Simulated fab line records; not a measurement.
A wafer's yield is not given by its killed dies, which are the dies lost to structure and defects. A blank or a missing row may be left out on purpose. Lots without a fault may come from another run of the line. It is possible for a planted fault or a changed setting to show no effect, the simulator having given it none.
Which tool is to blame? / flow nand harc / 12 lots, 36 wafers sampled, at 1 step of a route of 1302

== WHAT THE GAUGES SHOWED, per wafer ==
NHARC_P_GATE_CD_MEAS_33.
lot=L075; measured=day 5 11:08; on=cd sem-03; cd nm (nm)=117 119 118
lot=L077; measured=day 6 05:38; on=cd sem-02; cd nm (nm)=122 124 119
lot=L079; measured=day 7 00:58; on=cd sem-03; cd nm (nm)=117 125 120
lot=L081; measured=day 8 01:46; on=cd sem-02; cd nm (nm)=121 122 124
lot=L083; measured=day 9 03:48; on=cd sem-01; cd nm (nm)=125 118 125
lot=L085; measured=day 9 20:35; on=cd sem-02; cd nm (nm)=125 121 128
lot=L087; measured=day 11 06:30; on=cd sem-03; cd nm (nm)=115 119 122
lot=L089; measured=day 11 10:01; on=cd sem-03; cd nm (nm)=115 116 121
lot=L091; measured=day 12 03:42; on=cd sem-02; cd nm (nm)=115 125 122
lot=L093; measured=day 13 06:03; on=cd sem-01; cd nm (nm)=121 116 120
lot=L095; measured=day 13 18:58; on=cd sem-01; cd nm (nm)=122 120 115
lot=L097; measured=day 14 20:17; on=cd sem-02; cd nm (nm)=118 121 118

== WHICH TOOL RAN EACH LOT (tool, then ch and the chambers of the sampled wafers, then the start) ==
No process step before these readings appears in the record.

== THE ANSWER, worked out from the rows above alone ==
Rule: usual is defined by the lots themselves. The widest of any qualifying gaps counts: lots, ordered by their means at a reading, are off when they make up no more than a third of the lots, leave a main group of 4 or more, and stand apart from it by 3 or more times the standard deviation of that group's means. A main group whose means are all the same, to the digits that the tables above print for the reading, isn't used. A lot without any number at a reading at which 4 lots or more have one is off too. Any other lot the step has rows for is counted as sound.
Nothing can be told from this: no lot is off at any reading shown.

== WHAT THE SIMULATOR PUT IN ==
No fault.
